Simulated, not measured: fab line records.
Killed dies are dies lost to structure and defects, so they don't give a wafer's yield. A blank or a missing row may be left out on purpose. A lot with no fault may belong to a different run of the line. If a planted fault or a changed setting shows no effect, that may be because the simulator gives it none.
Matching of chambers || flow n5Finfet || N5_BEOL_M8_ETCH_62 on rieDiel-02: 4 sister chambers
The step etches SOC in N2/H2, target depth 110 nm, overetch 22 nm, time 165 s. 14 wafers are shown with their chamber, then 7 later ones without.

WAFERS WITH THEIR CHAMBER
{"wafer": "L075.1", "chamber": 2, "drypumpMotorCurrentA (A)": 6.4, "showerheadPlenumPTorr (Torr)": 2.50, "rfVppV (V)": 522}
{"wafer": "L075.4", "chamber": 0, "drypumpMotorCurrentA (A)": 5.3, "showerheadPlenumPTorr (Torr)": 2.69, "rfVppV (V)": 528}
{"wafer": "L075.5", "chamber": 3, "drypumpMotorCurrentA (A)": 5.9, "showerheadPlenumPTorr (Torr)": 2.63, "rfVppV (V)": 526}
{"wafer": "L081.1", "chamber": 2, "drypumpMotorCurrentA (A)": 6.4, "showerheadPlenumPTorr (Torr)": 2.50, "rfVppV (V)": 521}
{"wafer": "L081.3", "chamber": 0, "drypumpMotorCurrentA (A)": 5.3, "showerheadPlenumPTorr (Torr)": 2.69, "rfVppV (V)": 528}
{"wafer": "L081.6", "chamber": 1, "drypumpMotorCurrentA (A)": 5.4, "showerheadPlenumPTorr (Torr)": 2.66, "rfVppV (V)": 528}
{"wafer": "L086.1", "chamber": 3, "drypumpMotorCurrentA (A)": 5.9, "showerheadPlenumPTorr (Torr)": 2.62, "rfVppV (V)": 526}
{"wafer": "L086.4", "chamber": 1, "drypumpMotorCurrentA (A)": 5.5, "showerheadPlenumPTorr (Torr)": 2.66, "rfVppV (V)": 526}
{"wafer": "L086.5", "chamber": 1, "drypumpMotorCurrentA (A)": 5.4, "showerheadPlenumPTorr (Torr)": 2.66, "rfVppV (V)": 526}
{"wafer": "L087.1", "chamber": 1, "drypumpMotorCurrentA (A)": 5.5, "showerheadPlenumPTorr (Torr)": 2.66, "rfVppV (V)": 525}
{"wafer": "L087.5", "chamber": 1, "drypumpMotorCurrentA (A)": 5.5, "showerheadPlenumPTorr (Torr)": 2.66, "rfVppV (V)": 526}
{"wafer": "L087.6", "chamber": 2, "drypumpMotorCurrentA (A)": 6.4, "showerheadPlenumPTorr (Torr)": 2.49, "rfVppV (V)": 521}
{"wafer": "L091.3", "chamber": 2, "drypumpMotorCurrentA (A)": 6.4, "showerheadPlenumPTorr (Torr)": 2.49, "rfVppV (V)": 523}
{"wafer": "L091.4", "chamber": 3, "drypumpMotorCurrentA (A)": 5.9, "showerheadPlenumPTorr (Torr)": 2.62, "rfVppV (V)": 526}

SIGNATURES (averages over the wafers above)
{"reading": "drypumpMotorCurrentA", "chamber 0": 5.300, "chamber 1": 5.460, "chamber 2": 6.400, "chamber 3": 5.900, "scatter within a chamber": 0.0346}
{"reading": "showerheadPlenumPTorr", "chamber 0": 2.6900, "chamber 1": 2.6600, "chamber 2": 2.4950, "chamber 3": 2.6233, "scatter within a chamber": 0.00408}
{"reading": "rfVppV", "chamber 0": 528.00, "chamber 1": 526.20, "chamber 2": 521.75, "chamber 3": 526.00, "scatter within a chamber": 0.869}
Rule: for each reading, subtract the chamber's mean from the wafer's reading, divide by that reading's scatter and square the result; add these up over the readings and take the root, which gives the wafer's distance from the chamber. The wafer belongs to the nearest chamber; if the next one is less than 2 further off, it can't be placed. How the scatter is found: for the shown wafers, subtract from each reading the mean of its chamber, square and add these, divide the total by (wafers less chambers), then take the root.

WAFERS WITH NO CHAMBER GIVEN
{"wafer": "L091.5", "drypumpMotorCurrentA (A)": 5.3, "showerheadPlenumPTorr (Torr)": 2.68, "rfVppV (V)": 527}
{"wafer": "L093.3", "drypumpMotorCurrentA (A)": 6.4, "showerheadPlenumPTorr (Torr)": 2.49, "rfVppV (V)": 522}
{"wafer": "L093.5", "drypumpMotorCurrentA (A)": 5.3, "showerheadPlenumPTorr (Torr)": 2.68, "rfVppV (V)": 529}
{"wafer": "L093.6", "drypumpMotorCurrentA (A)": 5.9, "showerheadPlenumPTorr (Torr)": 2.62, "rfVppV (V)": 526}
{"wafer": "L094.1", "drypumpMotorCurrentA (A)": 5.9, "showerheadPlenumPTorr (Torr)": 2.62, "rfVppV (V)": 526}
{"wafer": "L094.2", "drypumpMotorCurrentA (A)": 6.4, "showerheadPlenumPTorr (Torr)": 2.49, "rfVppV (V)": 523}
{"wafer": "L094.4", "drypumpMotorCurrentA (A)": 5.5, "showerheadPlenumPTorr (Torr)": 2.65, "rfVppV (V)": 527}

THE CHAMBER EACH PASSED THROUGH
{"wafer": "L091.5", "from the rows above": 0, "in truth": 0}
{"wafer": "L093.3", "from the rows above": 2, "in truth": 2}
{"wafer": "L093.5", "from the rows above": 0, "in truth": 0}
{"wafer": "L093.6", "from the rows above": 3, "in truth": 3}
{"wafer": "L094.1", "from the rows above": 3, "in truth": 3}
{"wafer": "L094.2", "from the rows above": 2, "in truth": 2}
{"wafer": "L094.4", "from the rows above": 1, "in truth": 1}
7 of 7 placed correctly. From these rows, 0 cannot be placed. Wrongly placed: 0.
